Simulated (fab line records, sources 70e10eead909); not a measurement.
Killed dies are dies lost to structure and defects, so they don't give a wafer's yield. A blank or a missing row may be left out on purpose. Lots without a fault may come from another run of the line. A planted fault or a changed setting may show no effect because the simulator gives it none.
Problem report in the 8D (eight disciplines) form, filled by code | flow nand_harc | the parts of the form that need people (team, actions taken, sign-off) are left out

1. THE PROBLEM
oes_product_au at NHARC_P_M0_ETCH_34 reads a mean of 0.865 a.u. on 3 wafers of 2 lots; wafers without a fault read 0.999 a.u. with a standard deviation of 0.0086. That is -16 standard deviations from the usual mean.
The step: etches the open film in N2/H2, target depth 40 nm, overetch 12 nm, time 43.94 s.
First seen on wafer L478.4, day 10 12:19, on rie_diel-13. The record holds 18 wafers of 6 lots with a number at this step. Rule for "out", or "out of limits": more than 4 standard deviations from the usual mean. The other wafers with a number count as sound.

2. WHAT IT IS AND WHAT IT IS NOT
question                    | is                     | is not
which readings at this step | oes_product_au         | drypump_motor_current_A, h2_flow_sccm, rf_vpp_V, showerhead_plenum_p_Torr, throttle_valve_pct
which lots                  | L478, L481             | L468, L470, L489, L491
which wafers of those lots  | L478.4, L478.6, L481.3 | L478.5, L481.5, L481.6
read on which tools         | rie_diel-13            | rie_diel-04, rie_diel-08
when                        | from day 10 12:19      | up to then (7 sound wafers); but 8 sound wafers of L481, L489, L491 came after

3. SUSPECTS, AND WHAT RULES EACH OUT
Counting: a tool at a process step up to the reading stays a suspect if it ran every lot that is out. Sound lots after the first of them don't rule it out here, since some wafers of a struck lot are sound.
- rie_diel-13 at NHARC_P_M0_DESCUM_14 (chemistry O2, time 3 s): kept. It ran every lot that is out, first L478 (day 10 12:15); its last sound lot up to then is L470 (day 7 05:29).
- rie_diel-13 at NHARC_P_M0_ETCH_34 (etches the open film in N2/H2, target depth 40 nm, overetch 12 nm, time 43.94 s): kept. It ran every lot that is out, first L478 (day 10 12:19); its last sound lot up to then is L470 (day 7 05:34). Its own readings are out on those wafers: oes_product_au.
- Within rie_diel-13 at NHARC_P_M0_ETCH_34: the wafers that are out ran in chamber 3; their sound lot-mates ran in chambers 0, 1, 2.
Left after counting: rie_diel-13 at NHARC_P_M0_DESCUM_14, rie_diel-13 at NHARC_P_M0_ETCH_34.

4. THE CAUSE (what the simulator had put in)
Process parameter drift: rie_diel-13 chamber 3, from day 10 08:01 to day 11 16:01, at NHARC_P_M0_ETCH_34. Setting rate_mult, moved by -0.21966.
Counting left 2 suspects, and this tool is among them.

5. THE CHAIN OF EFFECTS, in route order
Each row: a reading whose mean over the struck wafers that have a number lies more than 3 standard deviations from the usual. Only readings for which the record gives a usual standard deviation are gone through. hours: the time from each lot's start at the first step in this table that gives one to its start at this step, as a median over the lots. sigmas: the change in usual standard deviations.
hours | step               | reading        | usual      | on struck wafers | change | sigmas
0     | NHARC_P_M0_ETCH_34 | oes_product_au | 0.999 a.u. | 0.865            | -0.134 | -16
The process steps in it:
- NHARC_P_M0_ETCH_34: etches the open film in N2/H2, target depth 40 nm, overetch 12 nm, time 43.94 s.

6. WHAT WOULD HAVE CAUGHT IT SOONER
In this record the first reading out of limits was taken at day 10 12:19, 4 hours after the fault began at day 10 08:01.
